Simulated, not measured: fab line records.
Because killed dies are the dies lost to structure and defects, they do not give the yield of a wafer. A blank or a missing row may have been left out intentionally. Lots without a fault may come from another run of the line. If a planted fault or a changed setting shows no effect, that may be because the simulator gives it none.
Split-lot experiment :: flow n5-finfet :: 21 wafers read from 7 lots, route of 1938 steps

## THE SPLIT
At N5_HKMG_FIN_COAT_43 (resist thk 90 nm), the setting spin-rpm was moved away from the recipe's 1500 rpm on 6 of the 21 wafers read, by -10.3% to -5.2%. For the rest of the wafers, this setting stayed at what the recipe calls for.

## FROM THE SPLIT TO THE READING: what the file shows between them, 3 steps
- N5_HKMG_FIN_EBR_45
- N5_HKMG_FIN_SOFTBAKE_44: time 60 s
- N5_HKMG_FIN_DESCUM_53: chemistry O2, time 7.9 s

## THE READING
CAR-ArF_of_HKMG_FIN_COAT_43.thk-nm (the simulator's own value, which no gauge read), in nm, at N5_HKMG_FIN_ETCH_54 (etches SiARC in CF4, target depth 45.5 nm, time 75.8 s). The file does not state a usual value for it. Across the 15 wafers here that went through the recipe, the average is 50.9 nm and the standard deviation 0.4 nm.

wafer: L075.1
tool, chamber at the split: litho-track-04, 0
spin-rpm as run, rpm: 1500
against the recipe: recipe
CAR-ArF_of_HKMG_FIN_COAT_43.thk-nm, nm: 50.4
against lot-mates on the recipe: -

wafer: L075.6
tool, chamber at the split: litho-track-04, 0
spin-rpm as run, rpm: 1500
against the recipe: recipe
CAR-ArF_of_HKMG_FIN_COAT_43.thk-nm, nm: 50.4
against lot-mates on the recipe: -

wafer: L075.3
tool, chamber at the split: litho-track-04, 0
spin-rpm as run, rpm: 1346
against the recipe: -10.3%
CAR-ArF_of_HKMG_FIN_COAT_43.thk-nm, nm: 55.4
against lot-mates on the recipe: +5.0

wafer: L076.4
tool, chamber at the split: litho-track-02, 0
spin-rpm as run, rpm: 1500
against the recipe: recipe
CAR-ArF_of_HKMG_FIN_COAT_43.thk-nm, nm: 51.2
against lot-mates on the recipe: -

wafer: L076.5
tool, chamber at the split: litho-track-02, 0
spin-rpm as run, rpm: 1500
against the recipe: recipe
CAR-ArF_of_HKMG_FIN_COAT_43.thk-nm, nm: 51.4
against lot-mates on the recipe: -

wafer: L076.6
tool, chamber at the split: litho-track-02, 0
spin-rpm as run, rpm: 1500
against the recipe: recipe
CAR-ArF_of_HKMG_FIN_COAT_43.thk-nm, nm: 51
against lot-mates on the recipe: -

wafer: L078.2
tool, chamber at the split: litho-track-04, 0
spin-rpm as run, rpm: 1500
against the recipe: recipe
CAR-ArF_of_HKMG_FIN_COAT_43.thk-nm, nm: 51
against lot-mates on the recipe: -

wafer: L078.3
tool, chamber at the split: litho-track-04, 0
spin-rpm as run, rpm: 1500
against the recipe: recipe
CAR-ArF_of_HKMG_FIN_COAT_43.thk-nm, nm: 50.6
against lot-mates on the recipe: -

wafer: L078.5
tool, chamber at the split: litho-track-04, 0
spin-rpm as run, rpm: 1500
against the recipe: recipe
CAR-ArF_of_HKMG_FIN_COAT_43.thk-nm, nm: 50.8
against lot-mates on the recipe: -

wafer: L082.1
tool, chamber at the split: litho-track-05, 0
spin-rpm as run, rpm: 1500
against the recipe: recipe
CAR-ArF_of_HKMG_FIN_COAT_43.thk-nm, nm: 51.6
against lot-mates on the recipe: -

wafer: L082.3
tool, chamber at the split: litho-track-05, 0
spin-rpm as run, rpm: 1500
against the recipe: recipe
CAR-ArF_of_HKMG_FIN_COAT_43.thk-nm, nm: 51.4
against lot-mates on the recipe: -

wafer: L082.4
tool, chamber at the split: litho-track-05, 0
spin-rpm as run, rpm: 1500
against the recipe: recipe
CAR-ArF_of_HKMG_FIN_COAT_43.thk-nm, nm: 51.2
against lot-mates on the recipe: -

wafer: L083.2
tool, chamber at the split: litho-track-02, 0
spin-rpm as run, rpm: 1395
against the recipe: -7.0%
CAR-ArF_of_HKMG_FIN_COAT_43.thk-nm, nm: 54.2
against lot-mates on the recipe: +3.8

wafer: L083.4
tool, chamber at the split: litho-track-02, 0
spin-rpm as run, rpm: 1500
against the recipe: recipe
CAR-ArF_of_HKMG_FIN_COAT_43.thk-nm, nm: 50.4
against lot-mates on the recipe: -

wafer: L083.6
tool, chamber at the split: litho-track-02, 0
spin-rpm as run, rpm: 1500
against the recipe: recipe
CAR-ArF_of_HKMG_FIN_COAT_43.thk-nm, nm: 50.4
against lot-mates on the recipe: -

wafer: L087.3
tool, chamber at the split: litho-track-04, 0
spin-rpm as run, rpm: 1500
against the recipe: recipe
CAR-ArF_of_HKMG_FIN_COAT_43.thk-nm, nm: 51
against lot-mates on the recipe: -

wafer: L087.5
tool, chamber at the split: litho-track-04, 0
spin-rpm as run, rpm: 1359
against the recipe: -9.4%
CAR-ArF_of_HKMG_FIN_COAT_43.thk-nm, nm: 55
against lot-mates on the recipe: +4.0

wafer: L087.6
tool, chamber at the split: litho-track-04, 0
spin-rpm as run, rpm: 1359
against the recipe: -9.4%
CAR-ArF_of_HKMG_FIN_COAT_43.thk-nm, nm: 55.4
against lot-mates on the recipe: +4.4

wafer: L089.2
tool, chamber at the split: litho-track-04, 0
spin-rpm as run, rpm: 1500
against the recipe: recipe
CAR-ArF_of_HKMG_FIN_COAT_43.thk-nm, nm: 51.2
against lot-mates on the recipe: -

wafer: L089.3
tool, chamber at the split: litho-track-04, 0
spin-rpm as run, rpm: 1422
against the recipe: -5.2%
CAR-ArF_of_HKMG_FIN_COAT_43.thk-nm, nm: 53
against lot-mates on the recipe: +1.8

wafer: L089.6
tool, chamber at the split: litho-track-04, 0
spin-rpm as run, rpm: 1422
against the recipe: -5.2%
CAR-ArF_of_HKMG_FIN_COAT_43.thk-nm, nm: 53.4
against lot-mates on the recipe: +2.2

THE FIT
A straight line over all 21 wafers: CAR-ArF_of_HKMG_FIN_COAT_43.thk-nm changes by -0.448 nm for each +1% of spin-rpm; r = -0.98; the points scatter about the line by 0.37 nm.
The same after taking each lot's own level away (the mean of its wafers on the recipe; 21 wafers): -0.463 nm for each +1%; r = -0.99; scatter 0.25 nm.
The reading moves by 4.8 nm for the largest change in spin-rpm, on that fit.
From 50.40 to 51.40 nm: that is the span of the lots' own levels, equal to 2.5 times the standard deviation above.
Hence the lot-to-lot level has little effect on the slope; both slopes agree.
Check: for one of the wafers moved furthest among these (-10.3%), held out of the fit, the line's prediction against its lot-mates is +4.64 nm. Against them it came out at +5 nm.

## FURTHER SPLITS ON THESE WAFERS
Before the reading, these wafers also passed through other splits. Each is held against what the fit with the lots' levels taken away leaves over:
other split on the same wafers: N5_PMOS_HMC_CHANNEL_EPI_PEB_07 peb-time-s
wafers away from the commonest value: 6
r with CAR-ArF_of_HKMG_FIN_COAT_43.thk-nm (lot level and that fit taken away): +0.26

other split on the same wafers: N5_PMOS_HMC_CHANNEL_EPI_ETCH_38 bias-w
wafers away from the commonest value: 7
r with CAR-ArF_of_HKMG_FIN_COAT_43.thk-nm (lot level and that fit taken away): +0.13

other split on the same wafers: N5_SD_EPI_N_COAT_33 spin-rpm
wafers away from the commonest value: 5
r with CAR-ArF_of_HKMG_FIN_COAT_43.thk-nm (lot level and that fit taken away): +0.32

other split on the same wafers: N5_SD_EPI_N_DESCUM_14 time-s
wafers away from the commonest value: 7
r with CAR-ArF_of_HKMG_FIN_COAT_43.thk-nm (lot level and that fit taken away): -0.53

other split on the same wafers: N5_SD_EPI_N_EPI_21 temp-c
wafers away from the commonest value: 10
r with CAR-ArF_of_HKMG_FIN_COAT_43.thk-nm (lot level and that fit taken away): -0.34

other split on the same wafers: N5_SD_EPI_P_COAT_34 temp-c
wafers away from the commonest value: 8
r with CAR-ArF_of_HKMG_FIN_COAT_43.thk-nm (lot level and that fit taken away): -0.08

other split on the same wafers: N5_HKMG_FIN_HK_ALD_01 ald-cycles
wafers away from the commonest value: 5
r with CAR-ArF_of_HKMG_FIN_COAT_43.thk-nm (lot level and that fit taken away): +0.30

## THE WHOLE CHAIN: every reading that the file lists as answering this split, in the file's order
step: N5_HKMG_FIN_COAT_43
what it does: resist thk 90 nm
reading: CAR-ArF_of_HKMG_FIN_COAT_43.thk-nm (the simulator's own value, which no gauge read)
change (the file's fit): -0.478 nm for each +1% of the setting
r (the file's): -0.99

step: N5_HKMG_FIN_ETCH_54
what it does: etches SiARC in CF4, target depth 45.5 nm, time 75.8 s
reading: CAR-ArF_of_HKMG_FIN_COAT_43.thk-nm (the simulator's own value, which no gauge read)
change (the file's fit): -0.474 nm for each +1% of the setting
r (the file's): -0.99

## THE FILE'S OWN FIT
CAR-ArF_of_HKMG_FIN_COAT_43.thk-nm changes by -0.474 nm for each +1% of spin-rpm, r = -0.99.
